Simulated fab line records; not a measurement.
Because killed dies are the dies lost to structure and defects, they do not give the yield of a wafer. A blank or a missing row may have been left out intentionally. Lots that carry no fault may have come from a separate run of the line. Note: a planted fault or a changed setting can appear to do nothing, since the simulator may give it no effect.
fab line records || flow n5_finfet
record {"lots": 5, "wafers": 14, "last_day": 16}
route steps=1938 shown BEOL_M15@1819 PASS1_DEP@1831 MIM_BOT@1832 MIM_TOP@1834 MIM_TOP_LITHO@1839 MIM_TOP_ETCH@1851 MIM_BOT_LITHO@1854 MIM_BOT_ETCH@1868 PASSIVATION@1936
lots that met no fault: from a run of the same line without faults
start_h: the number of hours between the record's first day and the start of the first shown wafer of the lot || wait_h: hours from the lot's prior step to this one || " same as the row above || L1.1+2: several wafers, shown together as one row || - value missing, or start not given || * or withheld: withheld || < > ~ a bound
route shown NAME@n: NAME is a module with steps in the file, n the number in the route of the first one || usual: the fault-free wafers' mean and standard deviation || same: alike in all rows || chamber/n: place in a boat || sites: per-site readings || _std_site: how widely they spread, as a standard deviation || _edge_site: inner sites' mean taken away from outer sites' mean || radius_mm: how far each site lies from the wafer's centre || mask NAME#n: copy n || behind: tool/chamber where the wafer was last shaped || hold: the reason the lot was held/the length of the hold in hours/how it ended || device: which transistor (n, p or np) failed to switch || end of line: tests run on the same wafers once the route is complete || step lacking rows: just its recipe || killed: at the first sort, the dies lost to defects and structure; wafer yield is something else || map: a wafer's dies, marking killed ones x, the rest . and places with no die _
set.NAME: the setting the step ran with; set.NAME@STEP: the setting that earlier step ran with || model.NAME: the simulator's own value behind a step, which no gauge read
certain route steps with their lots: each step a table, each wafer a row
services: the hour from which a tool's chamber was out of use, counted from the record's first day as start_h (under 0 if before that day), plus the number of hours and why
## steps
# step N5_BEOL_M15_SPUTTER_43
# recipe {"material": "TaN", "target_thk_a": 150, "temp_c": 50, "bias_v": 168.6, "power_w": 15000, "chamber_pressure_pa": 0.12, "time_s": 24.19}
# step N5_BEOL_M15_SPUTTER_44
# recipe {"material": "Ta", "target_thk_a": 150, "temp_c": 50, "bias_v": 80, "power_w": 15000, "chamber_pressure_pa": 0.07, "time_s": 24.19}
# step N5_BEOL_M15_SPUTTER_45
# recipe {"material": "Cu", "target_thk_a": 1000, "temp_c": -20, "bias_v": 60, "power_w": 26000, "chamber_pressure_pa": 0.13, "time_s": 16.67}
# step N5_BEOL_M15_ECD_47
# recipe {"material": "Cu", "target_thk_a": 18600}
# step N5_BEOL_M15_ANNEAL_48
# recipe {"temp_c": 225, "time_s": 90, "ambient": "N2"}
# step N5_BEOL_M15_CMP_49
# recipe {"stop_on": "SiO2", "t_overpolish_s": 4.9, "down_force_psi": 2, "platen_rpm": 80, "clearing_platen_down_force_psi": 2, "clearing_platen_rpm": 80, "post_cmp_clean": "cu_alkaline", "target_thk_nm": 850, "clearing_platen_pad_velocity_m_s": 1.5917, "pad_velocity_m_s": 1.5917}
# step N5_BEOL_M15_PRE_CLEAN_52
# recipe {"gas": "NH3", "time_s": 15, "temp_c": "withheld", "rf_power_w": 300}
# step N5_BEOL_M15_DEP_53
# recipe {"material": "SiCN", "target_thk_a": 500, "temp_c": "withheld", "precursor": "3MS/NH3", "pressure_torr": 3, "rf_w": 675, "time_s": 17.8}
# step N5_PASSIVATION_PECVD_00
# recipe {"material": "SiO2", "target_thk_a": 2000, "temp_c": 400, "precursor": "SiH4/N2O", "pressure_torr": 2.7, "rf_w": 608, "time_s": 11.2}
# usual {"heater_power_w": "660/96", "showerhead_plenum_p_Torr": "8.18/0.071", "throttle_valve_pct": "52/3.2"}
{"lot.wafer": "L182.1", "tool": "pecvd-04", "chamber": 2, "start_h": 309.64, "wait_h": 0.8, "heater_power_w": 511, "showerhead_plenum_p_Torr": 8.19, "throttle_valve_pct": 48, "model.SiO2_of_PASSIVATION_PECVD_00.thk_nm": 192.2}
{"lot.wafer": "L182.2", "tool": "pecvd-04", "chamber": 1, "start_h": 309.64, "wait_h": 0.8, "heater_power_w": 812, "showerhead_plenum_p_Torr": 8.29, "throttle_valve_pct": 56, "model.SiO2_of_PASSIVATION_PECVD_00.thk_nm": 195.8}
{"lot.wafer": "L182.5", "tool": "pecvd-04", "chamber": 0, "start_h": 309.64, "wait_h": 0.8, "heater_power_w": 517, "showerhead_plenum_p_Torr": 8.23, "throttle_valve_pct": 57, "model.SiO2_of_PASSIVATION_PECVD_00.thk_nm": 198}
{"lot.wafer": "L184.1", "tool": "pecvd-04", "chamber": 2, "start_h": 323.46, "wait_h": 0.8, "heater_power_w": 524, "showerhead_plenum_p_Torr": 8.18, "throttle_valve_pct": 48, "model.SiO2_of_PASSIVATION_PECVD_00.thk_nm": 187.6}
{"lot.wafer": "L184.3", "tool": "pecvd-04", "chamber": 1, "start_h": 323.46, "wait_h": 0.8, "heater_power_w": 758, "showerhead_plenum_p_Torr": 8.29, "throttle_valve_pct": 55, "model.SiO2_of_PASSIVATION_PECVD_00.thk_nm": 195}
{"lot.wafer": "L184.4", "tool": "pecvd-04", "chamber": 1, "start_h": 323.46, "wait_h": 0.8, "heater_power_w": 790, "showerhead_plenum_p_Torr": 8.27, "throttle_valve_pct": 56, "model.SiO2_of_PASSIVATION_PECVD_00.thk_nm": 194}
{"lot.wafer": "L185.1", "tool": "pecvd-04", "chamber": 0, "start_h": 334.88, "wait_h": 0.8, "heater_power_w": 453, "showerhead_plenum_p_Torr": 8.23, "throttle_valve_pct": 57, "model.SiO2_of_PASSIVATION_PECVD_00.thk_nm": 190.2}
{"lot.wafer": "L185.5", "tool": "pecvd-04", "chamber": 0, "start_h": 334.88, "wait_h": 0.8, "heater_power_w": 475, "showerhead_plenum_p_Torr": 8.22, "throttle_valve_pct": 57, "model.SiO2_of_PASSIVATION_PECVD_00.thk_nm": 199.8}
{"lot.wafer": "L187.1", "tool": "pecvd-04", "chamber": 2, "start_h": 337.73, "wait_h": 0.8, "heater_power_w": 518, "showerhead_plenum_p_Torr": 8.17, "throttle_valve_pct": 48, "model.SiO2_of_PASSIVATION_PECVD_00.thk_nm": 189.2}
{"lot.wafer": "L187.2", "tool": "pecvd-04", "chamber": 0, "start_h": 337.73, "wait_h": 0.8, "heater_power_w": 499, "showerhead_plenum_p_Torr": 8.23, "throttle_valve_pct": 57, "model.SiO2_of_PASSIVATION_PECVD_00.thk_nm": 196.2}
{"lot.wafer": "L187.3", "tool": "pecvd-04", "chamber": 1, "start_h": 337.73, "wait_h": 0.8, "heater_power_w": 759, "showerhead_plenum_p_Torr": 8.26, "throttle_valve_pct": 56, "model.SiO2_of_PASSIVATION_PECVD_00.thk_nm": 197.2}
{"lot.wafer": "L193.1", "tool": "pecvd-02", "chamber": 0, "start_h": 362.18, "wait_h": 0.8, "heater_power_w": 709, "showerhead_plenum_p_Torr": 8.08, "throttle_valve_pct": 52, "model.SiO2_of_PASSIVATION_PECVD_00.thk_nm": 195.4}
{"lot.wafer": "L193.2", "tool": "pecvd-02", "chamber": 2, "start_h": 362.18, "wait_h": 0.8, "heater_power_w": 585, "showerhead_plenum_p_Torr": 8.28, "throttle_valve_pct": 51, "model.SiO2_of_PASSIVATION_PECVD_00.thk_nm": 196.4}
{"lot.wafer": "L193.6", "tool": "pecvd-02", "chamber": 0, "start_h": 362.18, "wait_h": 0.8, "heater_power_w": 717, "showerhead_plenum_p_Torr": 8.10, "throttle_valve_pct": 52, "model.SiO2_of_PASSIVATION_PECVD_00.thk_nm": 201.4}
# step N5_MIM_BOT_DEGAS_01
# recipe {"ambient": "vacuum", "temp_c": 300, "time_s": 60}
# step N5_MIM_BOT_SPUTTER_00
# recipe {"material": "TiN", "target_thk_a": 350, "temp_c": 200, "power_w": 3000, "chamber_pressure_pa": 0.49996, "gas": "Ar", "reactive_partial_pa": 0.37997, "time_s": 89.7}
# step N5_MIM_TOP_ALD_00
# recipe {"material": "Al2O3", "target_thk_a": "*", "temp_c": "withheld", "ald_precursor_family": "TMA", "ald_co_reactant": "O3", "pulse_time_s": "withheld", "purge_time_s": 3, "co_reactant_purge_time_s": "withheld", "co_reactant_pulse_time_s": 3, "ald_cycles": "withheld"}
# step N5_MIM_TOP_ALD_01
# recipe {"material": "HfO2", "target_thk_a": 56, "temp_c": "withheld", "ald_precursor_family": "Hf-amide", "ald_co_reactant": "O3", "pulse_time_s": 1, "purge_time_s": 3, "co_reactant_purge_time_s": 2, "co_reactant_pulse_time_s": 3, "ald_cycles": 62}
# step N5_MIM_TOP_ALD_02
# recipe {"material": "Al2O3", "target_thk_a": "*", "temp_c": "withheld", "ald_precursor_family": "TMA", "ald_co_reactant": "O3", "pulse_time_s": "withheld", "purge_time_s": 3, "co_reactant_purge_time_s": "withheld", "co_reactant_pulse_time_s": 3, "ald_cycles": "withheld"}
# step N5_MIM_TOP_DEGAS_04
# recipe {"ambient": "vacuum", "temp_c": 300, "time_s": 60}
# step N5_MIM_TOP_SPUTTER_03
# recipe {"material": "TiN", "target_thk_a": 350, "temp_c": 200, "power_w": 3000, "chamber_pressure_pa": 0.49996, "gas": "Ar", "reactive_partial_pa": 0.37997, "time_s": 89.7}
# step N5_MIM_TOP_LITHO_HMDS_01
# recipe {"time_s": 60, "temp_c": 120}
# step N5_MIM_TOP_LITHO_COAT_02
# recipe {"spin_rpm": "*", "resist_thk_nm": "*"}
# step N5_MIM_TOP_LITHO_EBR_04
# recipe {"solvent": "PGMEA", "ebr_width_mm": 1.5}
# step N5_MIM_TOP_LITHO_SOFTBAKE_03
# recipe {"temp_c": 100, "time_s": 90}
# step N5_MIM_TOP_LITHO_EXPOSE_05
# recipe {"mask_id": "MIM_TOP", "na": 0.55, "source_shape": "conventional", "sigma_outer": 0.8, "polarization": "unpolarized", "target_cd_nm": 2000, "dose_mj": 20.5}
# step N5_MIM_TOP_LITHO_PEB_06
# recipe {"peb_temp_c": "withheld", "peb_time_s": "*"}
# step N5_MIM_TOP_LITHO_DEVELOP_07
# recipe {"develop_time_s": 60, "rinse_liquid": "diw", "dry": "air_spin", "dev_temp_c": 21}
# step N5_MIM_TOP_LITHO_HARDBAKE_09
# recipe {"temp_c": 130, "time_s": 120}
# step N5_MIM_TOP_LITHO_DESCUM_10
# recipe {"chemistry": "O2", "time_s": 7.9, "source_power_w": 50, "bias_power_w": 20, "pressure_mtorr": 20, "rf_frequency_hz": 2.712e+07, "temp_c": 40, "o2_flow_sccm": 225}
# step N5_MIM_TOP_ETCH_ETCH_00
# recipe {"chemistry": "Cl2/BCl3", "target": "TiN", "target_depth_a": 385, "ion_energy_ev": 150, "pressure_mtorr": 10, "icp_w": 1000, "bias_w": 126, "Cl2_flow_sccm": 53.25, "bcl3_flow_sccm": 21.75, "Ar_flow_sccm": 25}
# step N5_MIM_TOP_ETCH_STRIP_01
# recipe {"chemistry": "O2", "power_w": 600, "temp_c": 60, "pressure_mtorr": 30, "rf_frequency_hz": 6e+07, "bias_power_w": 0, "overash_fraction": 0.5, "o2_flow_sccm": 225}
# step N5_MIM_TOP_ETCH_PECVD_03
# recipe {"material": "SiNx", "target_thk_a": 200, "temp_c": 400, "precursor": "SiH4/NH3/N2", "pressure_torr": 1.5, "rf_w": 300, "time_s": 17.6}
# step N5_MIM_BOT_LITHO_HMDS_01
# recipe {"time_s": 60, "temp_c": 120}
# step N5_MIM_BOT_LITHO_COAT_02
# recipe {"spin_rpm": "*", "resist_thk_nm": "*"}
# step N5_MIM_BOT_LITHO_EBR_04
# recipe {"solvent": "PGMEA", "ebr_width_mm": 1.5}
# step N5_MIM_BOT_LITHO_SOFTBAKE_03
# recipe {"temp_c": 100, "time_s": 90}
# step N5_MIM_BOT_LITHO_EXPOSE_05
# recipe {"mask_id": "MIM_BOT", "na": 0.55, "source_shape": "conventional", "sigma_outer": 0.8, "polarization": "unpolarized", "dose_mj": 24.25}
# step N5_MIM_BOT_LITHO_PEB_06
# recipe {"peb_temp_c": "withheld", "peb_time_s": "*"}
# step N5_MIM_BOT_LITHO_DEVELOP_07
# recipe {"develop_time_s": 60, "rinse_liquid": "diw", "dry": "air_spin", "dev_temp_c": 21}
# step N5_MIM_BOT_ETCH_ETCH_00
# recipe {"chemistry": "Cl2/BCl3", "target": "TiN", "target_depth_a": 455, "ion_energy_ev": 150, "pressure_mtorr": 10, "icp_w": 1000, "bias_w": 126, "Cl2_flow_sccm": 53.25, "bcl3_flow_sccm": 21.75, "Ar_flow_sccm": 25}
# usual {"drypump_motor_current_A": "5.5/0.32", "oes_ar_750_au": "0.79/0.054", "oes_product_au": "0.79/0.059", "throttle_valve_pct": "21.84/0.17"}
{"lot.wafer": "L182.1", "tool": "rie_metal-01", "chamber": 0, "start_h": 313.67, "wait_h": 0.1, "drypump_motor_current_A": 5.4, "oes_ar_750_au": 0.81, "oes_product_au": 0.83, "rf_hours_counter_h": 26, "throttle_valve_pct": 21.80, "model.SiO2_of_PASSIVATION_PECVD_00.thk_nm": 189.6}
{"lot.wafer": "L182.2", "tool": "rie_metal-01", "chamber": 1, "start_h": 313.67, "wait_h": 0.1, "drypump_motor_current_A": 5.2, "oes_ar_750_au": 0.77, "oes_product_au": 0.78, "rf_hours_counter_h": 44, "throttle_valve_pct": 22.08, "model.SiO2_of_PASSIVATION_PECVD_00.thk_nm": 193.4}
{"lot.wafer": "L182.5", "tool": "rie_metal-01", "chamber": 1, "start_h": 313.67, "wait_h": 0.1, "drypump_motor_current_A": 5.2, "oes_ar_750_au": 0.77, "oes_product_au": 0.77, "rf_hours_counter_h": "-", "throttle_valve_pct": 22.07, "model.SiO2_of_PASSIVATION_PECVD_00.thk_nm": 195.6}
{"lot.wafer": "L184.1", "tool": "rie_metal-03", "chamber": 0, "start_h": 328.59, "wait_h": 0.1, "drypump_motor_current_A": 6.0, "oes_ar_750_au": 0.72, "oes_product_au": 0.72, "rf_hours_counter_h": 74, "throttle_valve_pct": 21.90, "model.SiO2_of_PASSIVATION_PECVD_00.thk_nm": 185.2}
{"lot.wafer": "L184.3", "tool": "rie_metal-03", "chamber": 0, "start_h": 328.59, "wait_h": 0.1, "drypump_motor_current_A": 6.0, "oes_ar_750_au": 0.71, "oes_product_au": 0.72, "rf_hours_counter_h": "-", "throttle_valve_pct": 21.89, "model.SiO2_of_PASSIVATION_PECVD_00.thk_nm": 192.4}
{"lot.wafer": "L184.4", "tool": "rie_metal-03", "chamber": 1, "start_h": 328.59, "wait_h": 0.1, "drypump_motor_current_A": 5.1, "oes_ar_750_au": 0.86, "oes_product_au": 0.86, "rf_hours_counter_h": "-", "throttle_valve_pct": 21.60, "model.SiO2_of_PASSIVATION_PECVD_00.thk_nm": 191.2}
{"lot.wafer": "L185.1", "tool": "rie_metal-03", "chamber": 0, "start_h": 340.52, "wait_h": 0.1, "drypump_motor_current_A": 6.0, "oes_ar_750_au": 0.71, "oes_product_au": 0.71, "rf_hours_counter_h": 74, "throttle_valve_pct": 21.89, "model.SiO2_of_PASSIVATION_PECVD_00.thk_nm": 187.6}
{"lot.wafer": "L185.5", "tool": "rie_metal-03", "chamber": 1, "start_h": 340.52, "wait_h": 0.1, "drypump_motor_current_A": 5.1, "oes_ar_750_au": 0.86, "oes_product_au": 0.86, "rf_hours_counter_h": "-", "throttle_valve_pct": 21.60, "model.SiO2_of_PASSIVATION_PECVD_00.thk_nm": 197}
{"lot.wafer": "L187.1", "tool": "rie_metal-03", "chamber": 0, "start_h": 341.49, "wait_h": 0.1, "drypump_motor_current_A": 6.0, "oes_ar_750_au": 0.71, "oes_product_au": 0.72, "rf_hours_counter_h": 75, "throttle_valve_pct": 21.90, "model.SiO2_of_PASSIVATION_PECVD_00.thk_nm": 186.6}
{"lot.wafer": "L187.2", "tool": "rie_metal-03", "chamber": 1, "start_h": 341.49, "wait_h": 0.1, "drypump_motor_current_A": 5.1, "oes_ar_750_au": 0.86, "oes_product_au": 0.86, "rf_hours_counter_h": 24, "throttle_valve_pct": 21.61, "model.SiO2_of_PASSIVATION_PECVD_00.thk_nm": 193.6}
{"lot.wafer": "L187.3", "tool": "rie_metal-03", "chamber": 0, "start_h": 341.49, "wait_h": 0.1, "drypump_motor_current_A": 6.0, "oes_ar_750_au": 0.71, "oes_product_au": 0.71, "rf_hours_counter_h": "-", "throttle_valve_pct": 21.90, "model.SiO2_of_PASSIVATION_PECVD_00.thk_nm": 194.6}
{"lot.wafer": "L193.1", "tool": "rie_metal-01", "chamber": 0, "start_h": 366.66, "wait_h": 0.1, "drypump_motor_current_A": 5.3, "oes_ar_750_au": 0.80, "oes_product_au": 0.81, "rf_hours_counter_h": 30, "throttle_valve_pct": 21.82, "model.SiO2_of_PASSIVATION_PECVD_00.thk_nm": 192.8}
{"lot.wafer": "L193.2", "tool": "rie_metal-01", "chamber": 1, "start_h": 366.66, "wait_h": 0.1, "drypump_motor_current_A": 5.2, "oes_ar_750_au": 0.75, "oes_product_au": 0.75, "rf_hours_counter_h": 49, "throttle_valve_pct": 22.08, "model.SiO2_of_PASSIVATION_PECVD_00.thk_nm": 194}
{"lot.wafer": "L193.6", "tool": "rie_metal-01", "chamber": 1, "start_h": 366.66, "wait_h": 0.1, "drypump_motor_current_A": 5.2, "oes_ar_750_au": 0.76, "oes_product_au": 0.75, "rf_hours_counter_h": "-", "throttle_valve_pct": 22.10, "model.SiO2_of_PASSIVATION_PECVD_00.thk_nm": 198.8}
# step N5_PASSIVATION_PROBE_49
# usual {"defect_limited_yield": "91.6/1.2", "killed_at_M0_to_M3": "33/9.4", "killed_at_M4_up": "13/5.2", "killed_at_contacts": "13/5.6", "killed_at_front_end": "37/9.5", "killed_at_other": "4/3.1", "killed_dies": "99/15", "killed_open": "65/11", "killed_short": "32/7.5", "sort_bin_5_function": "4.9/0.77", "sort_bin_6_memory": "3.1/0.65", "sort_bin_8_speed": "0.01/0.056", "sort_n_pass": "1081/15", "sort_yield_pct": "91.6/1.2"}
# same {"gross_dies": 1180, "killed_at_back_side": 0, "sort_bin_4_leakage[%]": 0}
{"lot.wafer": "L184.1", "tool": "prober-01", "chamber": "-", "start_h": 339.76, "wait_h": 0.0, "defect_limited_yield[%]": 93.2, "killed_at_M0_to_M3": 33, "killed_at_M4_up": 14, "killed_at_contacts": 4, "killed_at_front_end": 23, "killed_at_other": 6, "killed_dies": 80, "killed_open": 52, "killed_short": 28, "sort_bin_5_function[%]": 3.8, "sort_bin_6_memory[%]": 2.7, "sort_bin_8_speed[%]": 0, "sort_n_pass": 1100, "sort_yield_pct[%]": 93.2}
{"lot.wafer": "L184.3", "tool": "prober-01", "chamber": "-", "start_h": 339.86, "wait_h": 0.1, "defect_limited_yield[%]": 92.5, "killed_at_M0_to_M3": 22, "killed_at_M4_up": 9, "killed_at_contacts": 12, "killed_at_front_end": 36, "killed_at_other": 9, "killed_dies": 88, "killed_open": 57, "killed_short": 31, "sort_bin_5_function[%]": 4.6, "sort_bin_6_memory[%]": 2.7, "sort_bin_8_speed[%]": 0, "sort_n_pass": 1092, "sort_yield_pct[%]": 92.5}
{"lot.wafer": "L184.4", "tool": "prober-01", "chamber": "-", "start_h": 339.91, "wait_h": 0.2, "defect_limited_yield[%]": 91.5, "killed_at_M0_to_M3": 30, "killed_at_M4_up": 10, "killed_at_contacts": 16, "killed_at_front_end": 32, "killed_at_other": 12, "killed_dies": 100, "killed_open": 62, "killed_short": 37, "sort_bin_5_function[%]": 5.3, "sort_bin_6_memory[%]": 2.6, "sort_bin_8_speed[%]": 0, "sort_n_pass": 1080, "sort_yield_pct[%]": 91.5}
{"lot.wafer": "L187.1", "tool": "prober-01", "chamber": "-", "start_h": 349.86, "wait_h": 0.0, "defect_limited_yield[%]": 91.9, "killed_at_M0_to_M3": 29, "killed_at_M4_up": 17, "killed_at_contacts": 6, "killed_at_front_end": 39, "killed_at_other": 4, "killed_dies": 95, "killed_open": 68, "killed_short": 26, "sort_bin_5_function[%]": 5.6, "sort_bin_6_memory[%]": 2.2, "sort_bin_8_speed[%]": 0, "sort_n_pass": 1085, "sort_yield_pct[%]": 91.9}
{"lot.wafer": "L187.2", "tool": "prober-01", "chamber": "-", "start_h": 349.91, "wait_h": 0.1, "defect_limited_yield[%]": 93.0, "killed_at_M0_to_M3": 26, "killed_at_M4_up": 18, "killed_at_contacts": 10, "killed_at_front_end": 24, "killed_at_other": 5, "killed_dies": 83, "killed_open": 60, "killed_short": 22, "sort_bin_5_function[%]": 3.7, "sort_bin_6_memory[%]": 3.0, "sort_bin_8_speed[%]": 0.08, "sort_n_pass": 1097, "sort_yield_pct[%]": 93.0}
{"lot.wafer": "L187.3", "tool": "prober-01", "chamber": "-", "start_h": 349.96, "wait_h": 0.1, "defect_limited_yield[%]": 91.9, "killed_at_M0_to_M3": 23, "killed_at_M4_up": 24, "killed_at_contacts": 10, "killed_at_front_end": 37, "killed_at_other": 2, "killed_dies": 96, "killed_open": 63, "killed_short": 27, "sort_bin_5_function[%]": 4.4, "sort_bin_6_memory[%]": 3.1, "sort_bin_8_speed[%]": 0, "sort_n_pass": 1084, "sort_yield_pct[%]": 91.9}
{"lot.wafer": "L185.1", "tool": "prober-02", "chamber": "-", "start_h": 350.93, "wait_h": 0.0, "defect_limited_yield[%]": 89.7, "killed_at_M0_to_M3": 46, "killed_at_M4_up": 12, "killed_at_contacts": 31, "killed_at_front_end": 27, "killed_at_other": 6, "killed_dies": 122, "killed_open": 76, "killed_short": 41, "sort_bin_5_function[%]": 5.8, "sort_bin_6_memory[%]": 3.8, "sort_bin_8_speed[%]": 0, "sort_n_pass": 1058, "sort_yield_pct[%]": 89.7}
{"lot.wafer": "L185.5", "tool": "prober-02", "chamber": "-", "start_h": 351.13, "wait_h": 0.2, "defect_limited_yield[%]": 92.3, "killed_at_M0_to_M3": 17, "killed_at_M4_up": 12, "killed_at_contacts": 22, "killed_at_front_end": 40, "killed_at_other": 0, "killed_dies": 91, "killed_open": 67, "killed_short": 19, "sort_bin_5_function[%]": 4.5, "sort_bin_6_memory[%]": 2.8, "sort_bin_8_speed[%]": 0, "sort_n_pass": 1089, "sort_yield_pct[%]": 92.3}
# killed by level:class
L184.1 BEOL_M0_SAQP:geometric_particle:short=10 BEOL_M0_SAQP:geometric_particle:open=9 BEOL_M4:geometric_particle:open=8 STI_FIN_REVEAL:geometric_particle:open=7 BEOL_M2:geometric_particle:open=6 FIN_SAQP:geometric_particle:open=5 BEOL_M3:geometric_particle:open=5 MOL_CONTACT_COAG:geometric_particle:open=4
L184.3 STI_FIN_REVEAL:geometric_particle:open=10 BEOL_M2:geometric_particle:open=8 MOL_CONTACT_COAG:geometric_particle:open=7 STARTING-WAFER:geometric_particle:short=6 MOL_CONTACT_COAG:geometric_particle:short=5 BEOL_M0_SAQP:geometric_particle:short=4 FIN_SAQP:geometric_particle:short=3 DUMMY_GATE:geometric_particle:open=3
L184.4 MOL_CONTACT_COAG:geometric_particle:open=14 FIN_SAQP:geometric_particle:short=8 BEOL_M2:geometric_particle:open=8 BEOL_M3:geometric_particle:open=8 PAD_METAL:geometric_particle:short=6 ILD0:geometric_particle:short=6 BEOL_M0_SAQP:geometric_particle:open=6 STI_FIN_REVEAL:geometric_particle:open=5
L187.1 BEOL_M2:geometric_particle:open=13 GATE_CUT:geometric_particle:short=7 BEOL_M1:geometric_particle:open=6 BEOL_M4:geometric_particle:open=6 GATE_CUT:geometric_particle:open=5 MOL_CONTACT_COAG:geometric_particle:open=5 BEOL_M3:geometric_particle:open=5 STI_FIN_REVEAL:geometric_particle:open=4
L187.2 MOL_CONTACT_COAG:geometric_particle:open=9 BEOL_M4:geometric_particle:open=9 GATE_CUT:geometric_particle:open=6 BEOL_M1:geometric_particle:open=6 GATE_CUT:geometric_particle:short=5 BEOL_M0_SAQP:geometric_particle:open=5 BEOL_M0_SAQP:geometric_particle:short=5 BEOL_M3:geometric_particle:open=4
L187.3 BEOL_M4:geometric_particle:open=15 STI_FIN_REVEAL:geometric_particle:open=9 MOL_CONTACT_COAG:geometric_particle:open=8 BEOL_M0_SAQP:geometric_particle:open=8 BEOL_M0_SAQP:geometric_particle:short=6 DUMMY_GATE:geometric_particle:open=5 GATE_CUT:geometric_particle:short=5 HKMG_FIN:area_etch=5
L185.1 MOL_CONTACT_COAG:geometric_particle:open=23 BEOL_M0_SAQP:geometric_particle:open=14 BEOL_M0_SAQP:geometric_particle:short=13 MOL_CONTACT_COAG:geometric_particle:short=8 BEOL_M0:geometric_particle:open=6 FIN_SAQP:geometric_particle:short=5 BEOL_M1:geometric_particle:open=5 HKMG_FIN:area_etch=5
L185.5 MOL_CONTACT_COAG:geometric_particle:open=17 FIN_SAQP:geometric_particle:open=11 DUMMY_GATE:geometric_particle:open=7 MOL_CONTACT_COAG:geometric_particle:short=5 BEOL_M0:geometric_particle:open=5 BEOL_M1:geometric_particle:open=5 FIN_SAQP:geometric_particle:short=4 BEOL_M5:geometric_particle:open=4
## services
{"tool": "pecvd-02", "chamber": "-", "start_h": 286.30, "hours": 0.9, "kind": "repair"}
{"tool": "pecvd-04", "chamber": 1, "start_h": 292.53, "hours": 5.5, "kind": "scheduled_down"}
{"tool": "rie_metal-01", "chamber": "-", "start_h": 311.40, "hours": 1.4, "kind": "pm"}
{"tool": "rie_metal-01", "chamber": "-", "start_h": 351.44, "hours": 0.4, "kind": "repair"}
{"tool": "pecvd-04", "chamber": "-", "start_h": 357.43, "hours": 0.9, "kind": "repair"}
## key
first_sign none at tools or gauges
model_effect {"step": "N5_PASSIVATION_PECVD_00", "value": "SiO2_of_PASSIVATION_PECVD_00.thk_nm", "without": 196.6, "struck": 190.2}
model_effect {"step": "N5_MIM_BOT_ETCH_ETCH_00", "value": "SiO2_of_PASSIVATION_PECVD_00.thk_nm", "without": 194, "struck": 187.7}
met_at N5_PASSIVATION_PECVD_00
struck_wafers L184.1,L184.4,L185.1,L187.1
onset_between 309.64 323.46
fault {"kind": "process_parameter_drift", "tool": "pecvd-04", "chamber": "-", "onset_h": 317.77, "steps": "N5_PASSIVATION_PECVD_00", "channel": "time_s", "offset": "*", "shape": "step", "end_h": 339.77, "scope": "struck_wafers_only", "acts_in": "*", "stated": "*"}
